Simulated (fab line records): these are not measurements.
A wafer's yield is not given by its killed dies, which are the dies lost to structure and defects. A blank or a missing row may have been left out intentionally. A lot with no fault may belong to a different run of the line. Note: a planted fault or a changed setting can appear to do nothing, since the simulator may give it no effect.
Chamber matching :: flow n5-finfet :: N5_BEOL_M2_CVD_47 on cvd-co-02 has 3 sister chambers
The step deposits Co from CCTBA/H2, target thk 3 nm, time 223.8 s. 3 wafers are shown with their chamber, then 10 later ones without.

## WAFERS PAIRED WITH THEIR CHAMBERS
wafer: L769.3
chamber: 0
chamber-pressure-Torr (Torr): 30.04

wafer: L770.1
chamber: 2
chamber-pressure-Torr (Torr): 30.01

wafer: L770.2
chamber: 1
chamber-pressure-Torr (Torr): 29.99

## WAFERS WHOSE CHAMBER IS MISSING
wafer: L770.6
chamber-pressure-Torr (Torr): 30.05

wafer: L771.1
chamber-pressure-Torr (Torr): 29.95

wafer: L771.4
chamber-pressure-Torr (Torr): 29.94

wafer: L771.6
chamber-pressure-Torr (Torr): 30.05

wafer: L773.3
chamber-pressure-Torr (Torr): 29.94

wafer: L773.4
chamber-pressure-Torr (Torr): 29.98

wafer: L773.5
chamber-pressure-Torr (Torr): 30.09

wafer: L772.2
chamber-pressure-Torr (Torr): 30.08

wafer: L772.3
chamber-pressure-Torr (Torr): 30.05

wafer: L772.5
chamber-pressure-Torr (Torr): 30.13

## CHAMBER TAKEN BY EACH
wafer: L770.6
from the rows above: can't be placed: 0 or 2 or 1
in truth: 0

wafer: L771.1
from the rows above: can't be placed: 1 or 2 or 0
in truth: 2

wafer: L771.4
from the rows above: can't be placed: 1 or 2 or 0
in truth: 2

wafer: L771.6
from the rows above: can't be placed: 0 or 2 or 1
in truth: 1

wafer: L773.3
from the rows above: can't be placed: 1 or 2 or 0
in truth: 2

wafer: L773.4
from the rows above: can't be placed: 1 or 2 or 0
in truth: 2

wafer: L773.5
from the rows above: can't be placed: 0 or 2 or 1
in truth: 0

wafer: L772.2
from the rows above: can't be placed: 0 or 2 or 1
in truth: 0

wafer: L772.3
from the rows above: can't be placed: 0 or 2 or 1
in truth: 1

wafer: L772.5
from the rows above: can't be placed: 0 or 2 or 1
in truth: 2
Correctly placed: 0 of 10. Cannot be placed on the basis of these rows: 10; the candidates contain the true chamber in 10. 0 placed wrongly.
How it was worked out, from the rows above alone: a wafer's distance from a chamber is the root of the sum, over the readings, of the square of ((its reading less the chamber's mean) divided by the reading's scatter). If the next closest chamber is less than 2 further off than the closest, the wafer can't be placed; otherwise it belongs to the closest. Each chamber's mean is taken over the wafers shown for it. The scatter (one wafer shown for each chamber): square how far every hidden wafer sits from the nearest shown wafer, average those squares and take the square root.
